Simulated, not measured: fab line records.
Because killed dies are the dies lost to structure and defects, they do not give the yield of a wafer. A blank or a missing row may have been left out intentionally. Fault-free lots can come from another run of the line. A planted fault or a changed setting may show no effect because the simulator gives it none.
Chamber matching | flow n5 finfet | N5_FIN_CUT_CUT_ETCH_15 on rie si-02: 4 sister chambers
The step etches Si in HBr/Cl2/O2, target depth 100 nm, bt time 10 s, time 42.4 s. 27 wafers are shown with their chamber, then 12 later ones without.

## EACH WAFER AND ITS CHAMBER
wafer  | chamber | throttle valve pct (%) | drypump motor current A (A) | oes product au (a.u.)
L074.3 | 2       | 37.1                   | 5.6                         | 0.962
L074.4 | 0       | 36.9                   | 5.8                         | 0.995
L074.5 | 3       | 38.0                   | 5.2                         | 1.003
L075.2 | 1       | 37.1                   | 6.0                         | 0.974
L075.4 | 0       | 36.9                   | 5.8                         | 0.991
L075.6 | 3       | 38.0                   | 5.2                         | 1.006
L080.1 | 1       | 37.1                   | 6.0                         | 0.972
L080.3 | 3       | 38.0                   | 5.2                         | 1.004
L080.5 | 3       | 38.0                   | 5.2                         | 1.008
L081.2 | 2       | 37.1                   | 5.7                         | 0.970
L081.4 | 0       | 36.9                   | 5.8                         | 0.994
L081.6 | 3       | 38.0                   | 5.2                         | 0.998
L083.3 | 2       | 37.1                   | 5.7                         | 0.972
L083.5 | 0       | 36.9                   | 5.8                         | 0.989
L083.6 | 1       | 37.1                   | 6.0                         | 0.958
L084.2 | 0       | 36.9                   | 5.8                         | 1.001
L084.3 | 3       | 37.9                   | 5.1                         | 1.002
L084.6 | 1       | 37.2                   | 6.1                         | 0.970
L085.1 | 0       | 36.9                   | 5.8                         | 0.998
L085.3 | 1       | 37.1                   | 6.1                         | 0.962
L085.6 | 3       | 38.0                   | 5.2                         | 1.005
L088.1 | 2       | 37.1                   | 5.6                         | 0.972
L088.3 | 1       | 37.2                   | 6.0                         | 0.969
L088.6 | 1       | 37.2                   | 6.1                         | 0.963
L089.2 | 1       | 37.1                   | 6.0                         | 0.972
L089.5 | 3       | 38.0                   | 5.2                         | 1.000
L089.6 | 2       | 37.1                   | 5.7                         | 0.971

SIGNATURES (averages over the wafers above)
reading                 | chamber 0 | chamber 1 | chamber 2 | chamber 3 | scatter within a chamber
throttle valve pct      | 36.900    | 37.138    | 37.100    | 37.987    | 0.0346
drypump motor current A | 5.800     | 6.037     | 5.660     | 5.188     | 0.0414
oes product au          | 0.99467   | 0.96750   | 0.96940   | 1.00325   | 0.00454
Rule: a wafer lies at a distance from a chamber equal to the root of the sum of squares, over the readings, of (its reading less the chamber's mean, divided by the reading's scatter). The wafer belongs to the nearest chamber; if the next one is less than 2 further off, it can't be placed. The scatter is the square root of a quotient: the sum, over the shown wafers, of each reading's squared deviation from its chamber's mean, divided by wafers minus chambers.

## WAFERS MISSING THEIR CHAMBER
wafer  | throttle valve pct (%) | drypump motor current A (A) | oes product au (a.u.)
L090.2 | 37.1                   | 5.7                         | 0.970
L090.5 | 37.1                   | 5.7                         | 0.968
L090.6 | 37.2                   | 6.0                         | 0.971
L091.4 | 37.2                   | 6.0                         | 0.965
L091.5 | 37.2                   | 6.1                         | 0.976
L091.6 | 37.0                   | 5.8                         | 1.006
L092.2 | 37.2                   | 6.1                         | 0.974
L092.3 | 37.1                   | 5.7                         | 0.973
L092.5 | 38.0                   | 5.2                         | 1.007
L096.3 | 37.9                   | 5.2                         | 1.002
L096.5 | 38.0                   | 5.2                         | 1.004
L096.6 | 36.9                   | 5.8                         | 1.004

## WHICH CHAMBER EACH ONE RAN IN
wafer  | from the rows above | in truth
L090.2 | 2                   | 2
L090.5 | 2                   | 2
L090.6 | 1                   | 1
L091.4 | 1                   | 1
L091.5 | 1                   | 1
L091.6 | 0                   | 0
L092.2 | 1                   | 1
L092.3 | 2                   | 2
L092.5 | 3                   | 3
L096.3 | 3                   | 3
L096.5 | 3                   | 3
L096.6 | 0                   | 0
Correctly placed: 12 of 12. Not placeable from these rows: 0. Number placed wrongly: 0.
